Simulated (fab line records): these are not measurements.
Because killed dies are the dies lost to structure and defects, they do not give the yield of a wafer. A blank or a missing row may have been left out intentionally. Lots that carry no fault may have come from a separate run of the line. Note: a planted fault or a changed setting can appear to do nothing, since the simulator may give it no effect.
Matching of chambers ; flow n5_finfet ; N5_BEOL_M12_ETCH_68 on rie_diel-02 has 4 sister chambers
The step etches SOC in N2/H2, time 285 s. 8 wafers are shown with their chamber, then 11 later ones without.

## EACH WAFER AND ITS CHAMBER
wafer;chamber;drypump_motor_current_A (A);throttle_valve_pct (%)
L078.2;1;5.5;17.96
L079.5;1;5.5;17.97
L083.1;2;6.2;17.37
L083.5;0;6.0;17.63
L085.3;3;5.5;17.51
L085.5;0;6.0;17.61
L085.6;2;6.2;17.37
L089.1;3;5.6;17.52

## WAFERS WITHOUT THEIR CHAMBER
wafer;drypump_motor_current_A (A);throttle_valve_pct (%)
L089.2;6.2;17.39
L089.6;6.2;17.37
L087.1;5.5;17.62
L087.2;5.5;17.55
L087.5;6.1;17.39
L090.1;6.2;17.37
L090.4;5.5;17.55
L090.5;5.5;17.60
L092.2;6.0;17.65
L092.3;5.5;17.64
L092.6;5.5;17.62

## WHICH CHAMBER EACH WENT THROUGH
wafer;from the rows above;in truth
L089.2;2;2
L089.6;2;2
L087.1;can't be placed: 3 or 0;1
L087.2;3;3
L087.5;2;2
L090.1;2;2
L090.4;3;3
L090.5;3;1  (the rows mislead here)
L092.2;0;0
L092.3;can't be placed: 0 or 3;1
L092.6;can't be placed: 3 or 0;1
Correctly placed: 7 of 11. These rows do not allow placing 3 (true chamber among the candidates in 0). Number placed wrongly: 1.
How it was worked out, from the rows above alone: a wafer's distance from a chamber is the root of the sum, over the readings, of the square of ((its reading less the chamber's mean) divided by the reading's scatter). If the next closest chamber is less than 2 further off than the closest, the wafer can't be placed; otherwise it belongs to the closest. Each chamber's mean is taken over the wafers shown for it. The scatter: the root of (the sum of the squares of (reading less its chamber's mean) over the shown wafers, divided by (wafers less chambers)).
